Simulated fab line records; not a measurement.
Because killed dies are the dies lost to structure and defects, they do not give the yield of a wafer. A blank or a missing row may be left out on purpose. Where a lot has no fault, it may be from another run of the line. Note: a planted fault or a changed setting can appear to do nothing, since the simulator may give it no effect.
Comparing a struck lot with a sound one + flow n5Finfet + 28 steps out of a route of 1938
Sound: these wafers, L689.1, L689.2, L689.6. Wafers L682.3, L682.4, L682.6 were the ones struck. The cause is named last.
At each step with rows: each side's tool, then ch and its chambers, then its first start. Under that, the readings that differ: sound wafers + struck wafers + difference of the means + sigmas: that difference in standard deviations of wafers without a fault.
alike: same words and numbers on both sides, and readings whose means sit less than 2 such deviations apart. not compared: any withheld reading, any reading some wafer has no value for, any bound like >300 that may hide the same value, and any number with overlapping values for which the record gives no deviation.
The two part at a step that has a row with sigmas, a row that says differs or no value, or rows on one side only. Non-overlapping numbers with no deviation appear without sigmas and do not part them. A reading missing from all wafers of one side parts the sides only when that side holds two or more wafers.

first, 8 steps without rows for these wafers: N5_BEOL_M0_CMP_120 (polishes, stops on SiOC, t overpolish 6.9 s); N5_BEOL_M0_PRE_CLEAN_131 (time 15 s); N5_BEOL_M0_CO_CAP_123 (material Co, precursor CCTBA/H2, target thk 2 nm, time 102.1 s); N5_BEOL_M0_PRE_CLEAN_124 (time 15 s); N5_BEOL_M0_DEP_125 (deposits SiCN from 3MS/NH3, target thk 8 nm, time 14 s); N5_BEOL_M1_ILD_DEP_00 (deposits SiOC from DEMS/O2, target thk 79 nm, time 15.3 s); N5_BEOL_M1_PECVD_72 (deposits SiO2 from TEOS/O2, target thk 16 nm, time 18 s); N5_BEOL_M1_HM_DEP_02 (deposits TiN, target thk 20 nm).
N5_BEOL_M1_COAT_61: time 60 s, resist thk 60 nm.
  sound on lithoTrack-04 ch 0, day 10 23:39; struck on lithoTrack-02 ch 0, day 8 18:23
| reading                                 | sound                | struck               | difference | sigmas |
|-----------------------------------------|----------------------|----------------------|------------|--------|
| spinSpeedRpm (rpm)                      | 1502.2 1499.3 1500.7 | 1540.5 1541.1 1539.8 | +39.7      | +33    |
| model.SOC_of_BEOL_M1_COAT_61.thkNm (nm) | 60.4 60.4 60.6       | 59.2 59.2 59         | -1.3       |        |
then, 11 steps without rows for these wafers: N5_BEOL_M1_COAT_62 (time 60 s, resist thk 12 nm); N5_BEOL_M1_COAT_73 (time 60 s, resist thk 5 nm); N5_BEOL_M1_COAT_05 (resist thk 30 nm); N5_BEOL_M1_EBR_07; N5_BEOL_M1_SOFTBAKE_06 (time 60 s); N5_BEOL_M1_EXPOSE_08 (exposes mask M1); N5_BEOL_M1_PEB_09 (peb time 60 s); N5_BEOL_M1_DEVELOP_10 (develop time 30 s); N5_BEOL_M1_DESCUM_16 (chemistry O2, time 7 s); N5_BEOL_M1_ETCH_74 (etches underlayer in N2/H2, target depth 6.5 nm, time 5.2 s); N5_BEOL_M1_ETCH_63 (etches SiARC in CF4, target depth 15.6 nm, time 26 s).
N5_BEOL_M1_ETCH_64: etches SOC in N2/H2, target depth 75 nm, overetch 15 nm, time 112.5 s.
  sound on rieDiel-02 ch 0,1,2, day 11 00:07; struck on rieDiel-02 ch 0,1,2, day 8 18:57
| reading                 | sound             | struck            | difference | sigmas |
|-------------------------|-------------------|-------------------|------------|--------|
| model.etch.depthNm (nm) | 60.45 60.42 60.54 | 59.22 59.26 59.08 | -1.28      |        |
  alike: drypumpMotorCurrentA, oesProductAu, rfVppV, showerheadPlenumPTorr, tempC, throttleValvePct
  not compared: rfHoursCounterH
then, 3 steps without rows for these wafers: N5_BEOL_M1_STRIP_65 (strips in N2/H2); N5_BEOL_M1_STRIP_75 (strips in N2/H2); N5_BEOL_M1_STRIP_66 (strips in CF4).
N5_BEOL_M1_HM_OPEN_17: chemistry Cl2/BCl3, target TiN, target depth 20 nm, overetch 6 nm.
  sound on rieMetal-02 ch 0,1, day 11 00:17; struck on rieMetal-03 ch 0,1, day 8 19:08
| reading                                 | sound          | struck         | difference | sigmas |
|-----------------------------------------|----------------|----------------|------------|--------|
| model.SOC_of_BEOL_M1_COAT_61.thkNm (nm) | 52.6 52.6 52.8 | 51.2 51.4 51.2 | -1.4       |        |
  alike: bcl3FlowSccm, drypumpMotorCurrentA, oesProductAu, throttleValvePct
  not compared: rfHoursCounterH
then, 1 step without rows for these wafers: N5_BEOL_M1_STRIP_19 (strips in O2).
-- record jumps: 4 days separate the struck wafers' starts on either side; left off in module BEOL_M1, taken up again in module BEOL_M4, whose first shown step is the route's number 1111 --
N5_BEOL_M4_RC_MEAS_101:
  sound on prober-02 ch 0, day 15 02:09; struck on prober-02 ch 0, day 12 19:17
| reading       | sound          | struck         | difference | sigmas |
|---------------|----------------|----------------|------------|--------|
| DIBL_P (mV/V) | 39.3 36.0 39.4 | 35.6 35.1 35.5 | -2.8       | -2     |
  alike: DIBL_N, IOFF_N, IOFF_P, ION_N, ION_P, SS_N, SS_P, VT_N, VT_P
following that, these wafers have no rows for 1 step: N5_PASSIVATION_PROBE_49.

WHERE THEY PART
Earliest at N5_BEOL_M1_COAT_61; latest, in this record, at N5_BEOL_M4_RC_MEAS_101.

WHY: what the simulator had put in
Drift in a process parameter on lithoTrack-02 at N5_BEOL_M1_COAT_61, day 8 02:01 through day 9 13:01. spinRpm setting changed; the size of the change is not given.
